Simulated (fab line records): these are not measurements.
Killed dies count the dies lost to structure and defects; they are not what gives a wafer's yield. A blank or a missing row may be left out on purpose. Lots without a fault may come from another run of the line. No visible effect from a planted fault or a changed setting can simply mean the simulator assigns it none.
Which of the tools did it?	flow nandHarc	42 wafers from 14 lots sampled at 4 of the route's 1302 steps

WHAT THE GAUGES READ, wafer by wafer
The record holds no reading of a measuring or inspecting step that can be judged against a usual standard deviation.

WHICH TOOL RAN EACH LOT (tool, then ch and the chambers of the sampled wafers, then the start)
lot	NHARC_P_M0_PRE_CLEAN_31	NHARC_P_M1_ETCH_15	NHARC_P_M1_PVD_20	NHARC_P_M1_ANNEAL_31
L296	pecvd-02 ch 0,1,2, day 6 09:07	rieDiel-03 ch 1,2,3, day 6 12:24 or earlier	pvdSputter-01, day 6 12:24 or earlier	rtpAnneal-02 ch 0, day 6 12:24
L298	pecvd-01 ch 0,1, day 7 04:39	rieDiel-03 ch 0,1, day 7 07:59 or earlier	pvdSputter-02, day 7 07:59 or earlier	rtpAnneal-02 ch 0, day 7 07:59
L299	pecvd-04 ch 0,1,2, day 7 10:37	rieDiel-03 ch 0,2,3, day 7 13:53 or earlier	pvdSputter-03, day 7 13:53 or earlier	rtpAnneal-02 ch 0, day 7 13:53
L300	pecvd-02 ch 0,2, day 7 17:09	rieDiel-03 ch 0,2, day 7 20:24 or earlier	pvdSputter-02, day 7 20:24 or earlier	rtpAnneal-01 ch 0, day 7 20:24
L301	pecvd-04 ch 0,1,2, day 8 05:49	rieDiel-03 ch 1,2,3, day 8 09:12 or earlier	pvdSputter-02, day 8 09:12 or earlier	rtpAnneal-01 ch 0, day 8 09:12
L302	pecvd-02 ch 0,1,2, day 8 15:06	rieDiel-07 ch 0,1,3, day 8 18:14 or earlier	pvdSputter-02, day 8 18:14 or earlier	rtpAnneal-02 ch 0, day 8 18:14
L303	pecvd-01 ch 0,1,2, day 9 08:01	rieDiel-07 ch 0,2, day 9 11:21 or earlier	pvdSputter-03, day 9 11:21 or earlier	rtpAnneal-02 ch 0, day 9 11:21
L304	pecvd-04 ch 0,1, day 9 08:44	rieDiel-07 ch 0,3, day 9 12:02 or earlier	pvdSputter-01, day 9 12:02 or earlier	rtpAnneal-01 ch 0, day 9 12:02
L305	pecvd-01 ch 0,2, day 10 09:10	rieDiel-03 ch 0,1,3, day 10 12:31 or earlier	pvdSputter-02, day 10 12:31 or earlier	rtpAnneal-01 ch 0, day 10 12:31
L307	pecvd-04 ch 0,1, day 10 18:22	rieDiel-06 ch 0,2,3, day 10 21:51 or earlier	pvdSputter-03, day 10 21:51 or earlier	rtpAnneal-02 ch 0, day 10 21:51
L308	pecvd-02 ch 0,1,2, day 11 08:35	rieDiel-03 ch 2,3, day 11 11:55 or earlier	pvdSputter-02, day 11 11:55 or earlier	rtpAnneal-01, day 11 11:55
L309	pecvd-02 ch 1,2, day 11 09:06	rieDiel-03 ch 0,2,3, day 11 12:32 or earlier	pvdSputter-01, day 11 12:32 or earlier	rtpAnneal-01, day 11 12:32
L318	pecvd-02 ch 0,2, day 15 06:53	rieDiel-03 ch 1,3, day 15 10:18 or earlier	pvdSputter-01, day 15 10:18 or earlier	rtpAnneal-01 ch 0, day 15 10:18
L319	pecvd-02 ch 0,2, day 15 17:29	rieDiel-03 ch 1,2,3, day 15 20:51 or earlier	pvdSputter-01, day 15 20:51 or earlier	rtpAnneal-02 ch 0, day 15 20:51
- NHARC_P_M0_PRE_CLEAN_31: time 12 s.
- NHARC_P_M1_ETCH_15: etches the open film in C4F8/Ar, target depth 182.5 nm, time 91.2 s.
- NHARC_P_M1_PVD_20: deposits TaN, target thk 5 nm, time 8.06 s.
- NHARC_P_M1_ANNEAL_31: time 90 s.

AS READ BY THE TOOLS THEMSELVES (means over the sampled wafers that have a number; for cases with no such wafer, the mark the record gives instead)
NHARC_P_M0_PRE_CLEAN_31. Usual: heaterPowerOuterW 382 W, standard deviation 45; heaterPowerW 664 W, standard deviation 82.
lot	tool	heaterPowerOuterW (W)	heaterPowerW (W)	flag
L296	pecvd-02	394	660	
L298	pecvd-01	364	623	
L299	pecvd-04	364	636	
L300	pecvd-02	413	674	
L301	pecvd-04	363	639	
L302	pecvd-02	403	666	
L303	pecvd-01	383	671	
L304	pecvd-04	366	631	
L305	pecvd-01	392	717	
L307	pecvd-04	395	659	
L308	pecvd-02	385	663	
L309	pecvd-02	400	691	
L318	pecvd-02	403	681	
L319	pecvd-02	347	581	

NHARC_P_M1_ETCH_15. Usual: oesProductAu 0.955 a.u., standard deviation 0.02; rfVppV 440.7 V, standard deviation 2.5.
lot	tool	oesProductAu (a.u.)	rfVppV (V)	flag
L296	rieDiel-03	0.967	440.9	
L298	rieDiel-03	0.966	441.9	
L299	rieDiel-03	0.970	438.7	
L300	rieDiel-03	0.926	439.3	
L301	rieDiel-03	0.963	441.8	
L302	rieDiel-07	0.966	442.5	
L303	rieDiel-07	0.959	439.6	
L304	rieDiel-07	0.954	442.8	
L305	rieDiel-03	0.927	440.9	
L307	rieDiel-06	0.971	442.3	
L308	rieDiel-03	0.973	439.2	
L309	rieDiel-03	0.919	438.8	
L318	rieDiel-03	0.943	443.2	
L319	rieDiel-03	0.967	440.8	

NHARC_P_M1_PVD_20. Usual: throttleValvePct 30.0 %, standard deviation 1.3.
lot	tool	throttleValvePct (%)	flag
L296	pvdSputter-01	30.0	
L298	pvdSputter-02	30.8	
L299	pvdSputter-03	30.1	
L300	pvdSputter-02	29.7	
L301	pvdSputter-02	30.1	
L302	pvdSputter-02	29.1	
L303	pvdSputter-03	29.9	
L304	pvdSputter-01	30.6	
L305	pvdSputter-02	30.8	
L307	pvdSputter-03	29.9	
L308	pvdSputter-02	30.3	
L309	pvdSputter-01	30.6	
L318	pvdSputter-01	29.6	
L319	pvdSputter-01	29.8	

NHARC_P_M1_ANNEAL_31. Usual: annealTempC 225.03 C, standard deviation 0.19; annealTempCMax 226.20, standard deviation 0.25; wafer_temp_C_max 225.9, standard deviation 0.3.
lot	tool	annealTempC (C)	annealTempCMax	wafer_temp_C_max	flag
L296	rtpAnneal-02	225.11	226.11	225.9	
L298	rtpAnneal-02	224.94	226.09	225.9	
L299	rtpAnneal-02	225.08	226.18	225.4	
L300	rtpAnneal-01	225.36	226.61	226.0	
L301	rtpAnneal-01	225.07	226.16	226.0	
L302	rtpAnneal-02	224.83	225.97	225.9	
L303	rtpAnneal-02	225.03	226.23	225.5	
L304	rtpAnneal-01	225.19	226.40	226.0	
L305	rtpAnneal-01	224.92	226.04	225.9	
L307	rtpAnneal-02	225.05	226.21	225.6	
L308	rtpAnneal-01	-	-	-	OFF
L309	rtpAnneal-01	-	-	-	OFF
L318	rtpAnneal-01	225.08	226.34	225.8	
L319	rtpAnneal-02	225.29	226.32	225.8	

THE ANSWER, worked out from the rows above alone
Rule: lot off if the mean of its wafers having a number is beyond 3 standard deviations from the usual mean. Also off: a lot with no number at a reading for which 4 or more lots have one. All remaining lots with rows at the step are treated as sound. After the gauges, taken in route order, come the tools' own readings; for these a lot's mean is taken, as printed above. At the first step where some lot is off, the reading lying furthest off is the one used; lots without a number count as furthest.
Off, at NHARC_P_M1_ANNEAL_31 on annealTempC: L308, L309. Without a number there: L308, L309.
A tool fits if, at that step or a process step before it, it ran every lot that is off, and no sound lot after the first of them. NHARC_P_M1_ETCH_15 gives no start for some lots, so the hours and the order of its lots are those of NHARC_P_M1_ANNEAL_31. NHARC_P_M1_PVD_20 gives no start for some lots, so the hours and the order of its lots are those of NHARC_P_M1_ANNEAL_31. Of those tried, none fits.

WHAT HAD BEEN PUT IN BY THE SIMULATOR
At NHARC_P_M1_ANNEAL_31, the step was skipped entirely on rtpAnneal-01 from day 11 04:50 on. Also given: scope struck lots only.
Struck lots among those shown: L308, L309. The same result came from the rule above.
